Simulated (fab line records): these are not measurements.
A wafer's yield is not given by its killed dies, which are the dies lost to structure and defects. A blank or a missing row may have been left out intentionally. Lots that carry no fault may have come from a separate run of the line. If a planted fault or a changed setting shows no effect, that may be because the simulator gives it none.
A struck lot beside a sound one | flow nand-harc | 15 steps out of a route of 1159
Sound: the wafers L376.4, L376.5, L376.6. Wafers L372.4, L372.5, L372.6 were the ones struck. Last of all comes the cause.
For every step that has rows: the tool of each side, followed by ch and its chambers, followed by its first start. Under that, the readings that differ: sound wafers | struck wafers | difference of the means | sigmas: that difference in standard deviations of wafers without a fault.
alike: a reading whose means differ by less than 2 such deviations, as well as words and numbers matching on both sides. not compared: withheld readings; readings where some wafer has no value; bounds like >300 that might hide an equal value; numbers whose values overlap and for which the record gives no deviation.
Wherever a step has rows on one side only, a row that says differs or no value, or a row with sigmas, the two part there. Numbers that don't overlap but have no deviation are shown without sigmas and don't part them. A reading missing from all wafers of one side parts the sides only when that side holds two or more wafers.

first, 6 steps without rows for these wafers: NHARC_A_BLC_COAT_04 (resist thk 90 nm); NHARC_A_BLC_SOFTBAKE_05 (time 55 s); NHARC_A_BLC_EBR_06; NHARC_A_BLC_EXPOSE_07 (exposes mask A BLC, target cd 100 nm); NHARC_A_BLC_PEB_08 (peb time 65 s); NHARC_A_BLC_DEVELOP_09 (develop time 35 s).
NHARC_A_BLC_CD_MEAS_10: the cd target is 100 nm.
  sound on cd-sem-02 ch 0, day 22 12:37; struck on cd-sem-03 ch 0, day 21 08:55
  alike: cd-nm
NHARC_A_BLC_OVL_MEAS_11:
  sound on overlay-02, day 22 12:41; struck on overlay-02, day 21 09:00
  alike: overlay-x-nm, overlay-y-nm
NHARC_A_BLC_INSPECT_12:
  sound on defect-inspect-02, day 22 12:44; struck on defect-inspect-01, day 21 09:02
  alike: raw-defect-count
NHARC_A_BLC_DESCUM_15: chemistry O2, time 3 s.
  sound on rie-diel-12 ch 0,1, day 22 12:47; struck on rie-diel-05 ch 0,1,2, day 21 09:07
  alike: drypump-motor-current-A, oes-product-au, rf-vpp-V, showerhead-plenum-p-Torr, throttle-valve-pct
  not compared: rf-hours-counter-h
NHARC_A_BLC_ETCH_16: etches the open film in CF4, target depth 39 nm, time 65 s.
  sound on rie-diel-12 ch 0,2,3, day 22 12:53; struck on rie-diel-05 ch 0,1,2, day 21 09:11
  alike: bias-w, cf4-flow-sccm, drypump-motor-current-A, oes-product-au, rf-vpp-V, showerhead-plenum-p-Torr, throttle-valve-pct
  not compared: rf-hours-counter-h
NHARC_A_BLC_ETCH_17: etches the open film in N2/H2, target depth 390 nm, time 609.38 s.
  sound: rie-diel-12 ch 1,2; struck: rie-diel-05 ch 0,1
  alike: bias-w, chamber-pressure-mTorr, drypump-motor-current-A, oes-product-au, rf-vpp-V, showerhead-plenum-p-Torr, throttle-valve-pct
  not compared: rf-hours-counter-h
NHARC_A_BLC_ETCH_18: etches the open film in C4F8/O2/Ar, target depth 910 nm.
  sound on rie-diel-12 ch 1,2,3, day 22 13:27; struck on rie-diel-05 ch 0,1, day 21 09:44
  no value came back on the struck wafers for bias-w (W), chamber-pressure-mTorr (mTorr), oes-product-au (a.u.), rf-vpp-V (V); on the sound wafers bias-w (W) reads 1498 1502 1494
  not compared: rf-hours-counter-h
NHARC_A_BLC_CD_MEAS_19:
  sound on cd-sem-03, day 22 13:45; struck on cd-sem-01, day 21 10:04
  alike: cd-nm
-- the record jumps here: 2 days lie between the struck wafers' starts before and after (it left off in module A_BLC and takes up again in module END, whose first step shown is number 1159 of the route) --
NHARC_END_SORT_01:
  sound on prober-02 ch 0, day 24 11:19; struck on prober-01 ch 0, day 23 19:07
  reading             | sound    | struck                                                               | difference                   | sigmas
  hold                | - - -    | await-dispo/2.8h/scrap await-dispo/2.8h/scrap await-dispo/2.8h/scrap | no value on the sound wafers |
  killed-at-array     | 38 29 39 | 662 667 664                                                          | +629                         | +66
  killed-at-periphery | 1 1 4    | 14 9 12                                                              | +10                          | +4
  killed-dies         | 39 31 44 | 677 677 677                                                          | +639                         | +64
  alike: killed-at-other, killed-open, killed-short

== WHERE THEY PART ==
First at NHARC_A_BLC_ETCH_18; last, within this record, at NHARC_END_SORT_01.

WHY: whatever the simulator had introduced
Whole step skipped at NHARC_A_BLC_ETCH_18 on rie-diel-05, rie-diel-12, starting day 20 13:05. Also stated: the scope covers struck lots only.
